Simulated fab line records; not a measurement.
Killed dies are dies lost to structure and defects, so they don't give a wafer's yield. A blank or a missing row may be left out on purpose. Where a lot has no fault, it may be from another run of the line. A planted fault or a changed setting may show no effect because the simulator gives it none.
Matching of chambers -- flow n5-finfet -- N5_HKMG_FIN_ETCH_32 on rie-diel-02: 4 sister chambers
The step etches SOC in N2/H2, target depth 240 nm, time 300 s. 16 wafers are shown with their chamber, then 8 later ones without.

== WAFERS, EACH WITH ITS CHAMBER ==
wafer,chamber,showerhead-plenum-p-Torr (Torr),drypump-motor-current-A (A),throttle-valve-pct (%)
L075.2,3,2.67,5.4,17.75
L075.4,0,2.55,5.4,17.98
L075.6,1,2.50,5.1,17.80
L077.1,3,2.66,5.4,17.75
L077.2,0,2.55,5.4,17.99
L077.5,1,2.50,5.0,17.81
L078.2,1,2.50,5.1,17.83
L078.5,2,2.51,5.1,18.07
L078.6,3,2.66,5.4,17.76
L080.2,0,2.55,5.4,18.01
L080.5,0,2.55,5.4,18.00
L080.6,3,2.66,5.4,17.78
L082.1,2,2.50,5.1,18.07
L082.3,3,2.66,5.4,17.79
L082.5,3,2.66,5.4,17.78
L083.1,0,2.55,5.4,18.02

SIGNATURES (means of the wafers above)
reading,chamber 0,chamber 1,chamber 2,chamber 3,scatter within a chamber
showerhead-plenum-p-Torr,2.5500,2.5000,2.5050,2.6617,0.00333
drypump-motor-current-A,5.400,5.067,5.100,5.400,0.0236
throttle-valve-pct,18.0000,17.8133,18.0700,17.7683,0.0157
Rule: for each reading, subtract the chamber's mean from the wafer's reading, divide by that reading's scatter and square the result; add these up over the readings and take the root, which gives the wafer's distance from the chamber. If the next closest chamber is less than 2 further off than the closest, the wafer can't be placed; otherwise it belongs to the closest. The scatter is the square root of a quotient: the sum, over the shown wafers, of each reading's squared deviation from its chamber's mean, divided by wafers minus chambers.

== WAFERS WITHOUT THEIR CHAMBER ==
wafer,showerhead-plenum-p-Torr (Torr),drypump-motor-current-A (A),throttle-valve-pct (%)
L083.3,2.66,5.4,17.78
L083.4,2.50,5.1,18.07
L084.2,2.50,5.2,18.09
L084.4,2.66,5.4,17.78
L084.6,2.49,5.0,17.85
L087.3,2.50,5.1,18.11
L087.4,2.54,5.4,18.03
L087.5,2.50,5.1,18.09

== CHAMBER TAKEN BY EACH ==
wafer,from the rows above,in truth
L083.3,3,3
L083.4,2,2
L084.2,2,2
L084.4,3,3
L084.6,1,1
L087.3,2,2
L087.4,0,0
L087.5,2,2
Correct placement for 8 of the 8. Number that these rows cannot place: 0. Placed wrongly: 0.
